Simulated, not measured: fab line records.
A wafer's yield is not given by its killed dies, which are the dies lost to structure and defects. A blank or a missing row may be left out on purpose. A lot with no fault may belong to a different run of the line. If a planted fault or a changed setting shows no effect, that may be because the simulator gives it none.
Which of the tools did it?    flow nand_harc    45 wafers from 15 lots sampled at 4 of the route's 1159 steps

## WHAT THE GAUGES SHOWED, per wafer
NHARC_A_START_INSPECT_01. Usual: raw_defect_count at 3.5, with a standard deviation of 1.7.
lot   measured      on                 raw_defect_count  flag
L308  day 7 06:08   defect_inspect-01  2 6 3             
L309  day 7 06:34   defect_inspect-02  1 6 5             
L310  day 7 09:02   defect_inspect-01  3 6 6             
L311  day 7 16:11   defect_inspect-02  6 3 4             
L312  day 8 05:37   defect_inspect-02  6 3 2             
L314  day 8 14:19   defect_inspect-01  1 6 2             
L315  day 8 16:55   defect_inspect-01  4 5 3             
L316  day 8 19:40   defect_inspect-02  1 2 2             
L318  day 9 19:34   defect_inspect-02  5 5 3             
L323  day 10 17:41  defect_inspect-02  6 4 4             
L324  day 11 00:44  defect_inspect-01  4 4 6             
L325  day 11 10:00  defect_inspect-02  4 4 2             
L326  day 11 15:05  defect_inspect-02  1 2 2             
L327  day 11 21:13  defect_inspect-02  4 1 4             
L328  day 11 22:54  defect_inspect-02  8 2 2             

NHARC_END_SORT_01. Usual: killed_at_array 26, standard deviation 9.6; killed_at_other 0.7, standard deviation 0.92; killed_at_periphery 3.8, standard deviation 2.7; killed_dies 31, standard deviation 10; killed_open 3.3, standard deviation 1.7; killed_short 1.8, standard deviation 1.3.
lot   measured      on         killed_at_array  killed_at_other  killed_at_periphery  killed_dies  killed_open  killed_short  flag
L314  day 21 06:08  prober-01  674 671 673      0 0 0            3 6 4                677 677 677  4 4 1        0 3 5         OFF
L315  day 21 13:56  prober-02  673 669 669      0 1 0            4 7 8                677 677 677  1 2 2        3 3 1         OFF
L316  day 21 07:43  prober-02  674 672 675      0 0 0            3 5 2                677 677 677  0 4 2        1 1 1         OFF
L318  day 22 01:46  prober-02  18 30 22         1 0 0            2 1 8                21 31 30     2 3 5        4 2 2         
L323  day 23 16:43  prober-01  33 25 44         1 1 2            18 12 9              52 38 55     5 1 2        1 1 4         OFF

## EACH LOT AND THE TOOL THAT RAN IT (in order: tool; ch and the chambers of the sampled wafers; start)
lot   NHARC_P_BONDPAD_CMP_19         NHARC_A_ONON_D1_DEP_00
L308  cmp-04 ch 1,3, day 7 05:06     pecvd_onon-04 ch 0, day 8 05:41
L309  cmp-02 ch 0,2,3, day 7 05:32   pecvd_onon-03 ch 0, day 8 05:41
L310  cmp-02 ch 1,2,3, day 7 08:02   pecvd_onon-02 ch 0, day 8 05:42
L311  cmp-02 ch 0,2, day 7 15:13     pecvd_onon-03 ch 0, day 8 15:31
L312  cmp-03 ch 1,3, day 8 04:33     pecvd_onon-04 ch 0, day 9 06:55
L314  cmp-02 ch 0,1,2, day 8 13:21   pecvd_onon-03, day 9 12:59
L315  cmp-03 ch 0,1,2, day 8 15:53   pecvd_onon-04, day 9 12:58
L316  cmp-02 ch 0,1, day 8 18:35     pecvd_onon-02, day 9 19:08
L318  cmp-02 ch 1,2,3, day 9 18:32   pecvd_onon-02 ch 0, day 10 18:01
L323  cmp-04 ch 1,2,3, day 10 16:40  pecvd_onon-02 ch 0, day 11 14:38
L324  cmp-04 ch 1,2, day 10 23:43    pecvd_onon-02 ch 0, day 12 00:07
L325  cmp-02 ch 0,3, day 11 08:58    pecvd_onon-03 ch 0, day 12 09:36
L326  cmp-04 ch 0,1,3, day 11 14:06  pecvd_onon-04 ch 0, day 12 14:15
L327  cmp-03 ch 1,2,3, day 11 20:12  pecvd_onon-04 ch 0, day 12 19:38
L328  cmp-04 ch 0,1,2, day 11 21:53  pecvd_onon-03 ch 0, day 12 19:38
- NHARC_P_BONDPAD_CMP_19: polishes, t overpolish 30 s, cu recess touch 16 s, target thk 160.81 nm.
- NHARC_A_ONON_D1_DEP_00: target thk 1000 nm.

## AS READ BY THE TOOLS THEMSELVES (means over the sampled wafers that have a number; for cases with no such wafer, the mark the record gives instead)
NHARC_P_BONDPAD_CMP_19. Usual: motor_current_A 12.3 A, standard deviation 1.3; overpolish_run_s 30.000 s, standard deviation 0.011; pad_life_wafers 198, standard deviation 130.
lot   tool    motor_current_A (A)  overpolish_run_s (s)  pad_life_wafers  flag
L308  cmp-04  12.1                 30.003                247              
L309  cmp-02  12.5                 30.000                92               
L310  cmp-02  12.5                 29.992                109              
L311  cmp-02  11.4                 29.997                140              
L312  cmp-03  13.7                 29.996                55               
L314  cmp-02  11.9                 29.998                237              
L315  cmp-03  12.5                 30.007                110              
L316  cmp-02  12.5                 30.010                264              
L318  cmp-02  12.5                 29.998                404              
L323  cmp-04  12.2                 30.014                157              
L324  cmp-04  11.6                 30.010                192              
L325  cmp-02  13.5                 30.005                84               
L326  cmp-04  11.8                 30.006                272              
L327  cmp-03  13.7                 29.999                8                
L328  cmp-04  11.6                 30.008                308              

NHARC_A_ONON_D1_DEP_00. Usual: n2_flow_sccm 2748 sccm, standard deviation 8.6; n2o_flow_sccm 2000 sccm, standard deviation 5.3; susceptor_temp_C 400.02 C, standard deviation 0.21.
lot   tool           n2_flow_sccm (sccm)  n2o_flow_sccm (sccm)  susceptor_temp_C (C)  flag
L308  pecvd_onon-04  2741                 1995                  400.14                
L309  pecvd_onon-03  2756                 1999                  399.86                
L310  pecvd_onon-02  2741                 2000                  400.13                
L311  pecvd_onon-03  2752                 1997                  400.30                
L312  pecvd_onon-04  2754                 2001                  399.67                
L314  pecvd_onon-03  -                    -                     -                     OFF
L315  pecvd_onon-04  -                    -                     -                     OFF
L316  pecvd_onon-02  -                    -                     -                     OFF
L318  pecvd_onon-02  2759                 2000                  400.09                
L323  pecvd_onon-02  2748                 2002                  399.76                
L324  pecvd_onon-02  2741                 1999                  399.93                
L325  pecvd_onon-03  2753                 2001                  399.93                
L326  pecvd_onon-04  2742                 2004                  400.26                
L327  pecvd_onon-04  2751                 2004                  399.96                
L328  pecvd_onon-03  2748                 2001                  399.95                

## THE ANSWER, worked out from the rows above alone
Rule: lot off if the mean of its wafers having a number is beyond 3 standard deviations from the usual mean. A lot without any number at a reading at which 4 lots or more have one is off too. All remaining lots with rows at the step are treated as sound. The gauges are gone through in route order, then the tools' own readings, and for those a lot's mean is taken as printed above. At the first step where some lot is off, the reading lying furthest off is the one used; lots without a number count as furthest.
Off: L314, L315, L316 (NHARC_END_SORT_01, killed_at_array). Neither off nor sound, because the step has no rows for them: L308, L309, L310, L311, L312, L324, L325, L326, L327, L328.
A tool fits if, at a process step before that reading, it ran every lot that is off, and no sound lot after the first of them. Not tried: the gauges at NHARC_END_SORT_01; whatever is off there is also off at NHARC_A_ONON_D1_DEP_00, on other tools, and gauge error can't account for it. No candidate that was tried fits.

## WHAT THE SIMULATOR HAD PUT IN
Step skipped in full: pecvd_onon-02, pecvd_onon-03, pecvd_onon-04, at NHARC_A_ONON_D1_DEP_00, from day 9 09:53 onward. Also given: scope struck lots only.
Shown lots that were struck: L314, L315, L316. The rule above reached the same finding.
